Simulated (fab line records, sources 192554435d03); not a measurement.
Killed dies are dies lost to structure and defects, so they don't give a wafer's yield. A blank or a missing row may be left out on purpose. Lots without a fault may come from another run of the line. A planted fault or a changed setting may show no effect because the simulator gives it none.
A struck lot beside a sound one | flow n5_finfet | 14 steps out of a route of 1938
Sound: wafers L386.1, L386.2, L386.3. Struck: wafer L390.3. (L390.2 of the same lot was not struck and is left out.) The cause comes at the end.
At each step with rows: each side's tool, then ch and its chambers, then its first start. Under that, the readings that differ: sound wafers | struck wafers | difference of the means | sigmas: that difference in standard deviations of wafers without a fault.
alike: readings whose means differ by less than 2 such deviations, and words and numbers that are the same on both sides. not compared: withheld readings, readings that some wafer has no value for, bounds like >300 that may hide the same value, and numbers for which the record gives no deviation and whose values overlap.
The two part at a step that has a row with sigmas, a row that says differs or no value, or rows on one side only. Numbers that don't overlap but have no deviation are shown without sigmas and don't part them. A reading that every wafer of one side lacks parts them only if that side has two wafers or more.

first, 2 steps without rows for these wafers: N5_BEOL_M6_PRECLEAN_42 (cleans in residue remover, time 60 s); N5_BEOL_M6_SRD_43 (time 30 s).
N5_BEOL_M6_CD_MEAS_35: target cd 40 nm, target cd y 28 nm.
  sound on cd_sem-03, day 12 09:34; struck on cd_sem-02, day 13 22:22
  alike: cd_nm
N5_BEOL_M6_CURE_75: cures SiCOH lowk, time 120 s.
  sound on uv_cure-02 ch 2, day 12 09:52; struck on uv_cure-01 ch 2, day 13 22:35
  reading          | sound             | struck | difference | sigmas
  wafer_temp_C_max | 372.4 372.3 372.5 | 370.8  | -1.6       | -2
  alike: lamp_power_pct
then, 1 step without rows for these wafers: N5_BEOL_M6_DEGAS_44 (time 60 s).
N5_BEOL_M6_PRE_CLEAN_45: time 30 s.
  sound on pvd_sputter-02, day 12 10:18; struck on pvd_sputter-02, day 13 23:05
  alike: heater_power_w
N5_BEOL_M6_ALD_77: deposits TaN, target thk 2 nm, pulse time 2 s, purge time 3 s.
  sound on ald_metal-03 ch 0,1,2, day 12 10:35; struck on ald_metal-03 ch 1, day 13 23:10
  alike: heater_power_w
N5_BEOL_M6_SURFACE_TREAT_79:
  sound on pvd_sputter-03, day 12 10:55; struck on pvd_sputter-02, day 13 23:41
  not compared: throttle_valve_pct
then, 1 step without rows for these wafers: N5_BEOL_M6_CVD_78 (deposits Co from CCTBA/H2, target thk 2 nm, time 142.3 s).
N5_BEOL_M6_SPUTTER_48: material Cu, target thk 10 nm, time 1.667 s.
  sound on pvd_sputter-03, day 12 11:20; struck on pvd_sputter-02, day 14 00:30
  alike: substrate_temp_c, throttle_valve_pct
then, 2 steps without rows for these wafers: N5_BEOL_M6_ECD_50 (material Cu, target thk 300 nm); N5_BEOL_M6_ANNEAL_51 (time 90 s).
N5_BEOL_M6_CMP_52: polishes, stops on SiCOH lowk, t overpolish 6.9 s, target thk 80 nm.
  sound on cmp-02 ch 0,1,3, day 12 11:50; struck on cmp-04 ch 0, day 14 03:21
  reading                      | sound          | struck | difference | sigmas
  barrier_field_endpoint_s (s) | 29.4 28.8 27.6 | 15.7   | -12.9      | -21
  motor_current_A (A)          | 6.3 6.8 6.6    | 5.0    | -1.6       | -3
  time_to_endpoint_s (s)       | 65.7 61.6 59.5 | 31.6   | -30.7      | -12
  alike: overpolish_run_s, retaining_ring_pressure_frac
-- the record jumps here: 4 days lie between the struck wafers' starts before and after (it left off in module BEOL_M6 and takes up again in module PASSIVATION, whose first step shown is number 1936 of the route) --
N5_PASSIVATION_PROBE_49:
  sound on prober-02, day 16 16:45; struck on prober-02, day 18 10:14
  reading      | sound    | struck | difference | sigmas
  killed_short | 33 30 47 | 22     | -15        | -2
  alike: defect_limited_yield, killed_at_M0_to_M3, killed_at_M4_up, killed_at_contacts, killed_at_front_end, killed_at_other, killed_dies, killed_open, sort_bin_5_function, sort_bin_6_memory, sort_n_pass, sort_yield_pct

WHERE THEY PART
First at N5_BEOL_M6_CURE_75; last, within this record, at N5_PASSIVATION_PROBE_49.

WHY: what the simulator had put in
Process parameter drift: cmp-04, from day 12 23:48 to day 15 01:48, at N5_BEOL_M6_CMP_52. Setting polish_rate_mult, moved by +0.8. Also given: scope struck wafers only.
